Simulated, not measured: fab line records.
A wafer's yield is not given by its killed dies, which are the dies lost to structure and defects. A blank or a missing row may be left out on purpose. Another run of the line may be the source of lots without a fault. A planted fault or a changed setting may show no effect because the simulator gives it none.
Chamber matching || flow nand harc || 4 sister chambers for NHARC_P_GATE_ALD_36 on ald sin-04
The step deposits SiNx, target thk 20 nm, pulse time 60 s, ald cycles 223. 4 wafers are shown with their chamber, then 7 later ones without.

EACH WAFER AND ITS CHAMBER
{"wafer": "L765.6", "chamber": 1, "heater power w (W)": 889}
{"wafer": "L767.5", "chamber": 3, "heater power w (W)": 904}
{"wafer": "L776.1", "chamber": 0, "heater power w (W)": 792}
{"wafer": "L776.3", "chamber": 2, "heater power w (W)": 868}

WAFERS WITHOUT THEIR CHAMBER
{"wafer": "L776.5", "heater power w (W)": 807}
{"wafer": "L779.1", "heater power w (W)": 882}
{"wafer": "L779.4", "heater power w (W)": 860}
{"wafer": "L779.5", "heater power w (W)": 873}
{"wafer": "L782.1", "heater power w (W)": 909}
{"wafer": "L782.6", "heater power w (W)": 891}
{"wafer": "L782.5", "heater power w (W)": 812}

WHICH CHAMBER EACH ONE RAN IN
{"wafer": "L776.5", "from the rows above": 0, "in truth": 0}
{"wafer": "L779.1", "from the rows above": "can't be placed: 1 or 2 or 3", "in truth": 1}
{"wafer": "L779.4", "from the rows above": "can't be placed: 2 or 1", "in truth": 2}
{"wafer": "L779.5", "from the rows above": "can't be placed: 2 or 1", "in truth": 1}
{"wafer": "L782.1", "from the rows above": "can't be placed: 3 or 1", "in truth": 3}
{"wafer": "L782.6", "from the rows above": "can't be placed: 1 or 3 or 2", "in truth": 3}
{"wafer": "L782.5", "from the rows above": 0, "in truth": 0}
Correct placement for 2 of the 7. From these rows, 5 cannot be placed; in 5 the true chamber is one of the candidates. Wrongly placed: 0.
How it was worked out, from the rows above alone: a wafer's distance from a chamber is the root of the sum, over the readings, of the square of ((its reading less the chamber's mean) divided by the reading's scatter). The wafer belongs to the nearest chamber; if the next one is less than 2 further off, it can't be placed. A chamber's mean is the mean of its shown wafers. The scatter: root of mean squared gap, hidden wafer to nearest shown wafer, with one shown wafer a chamber.
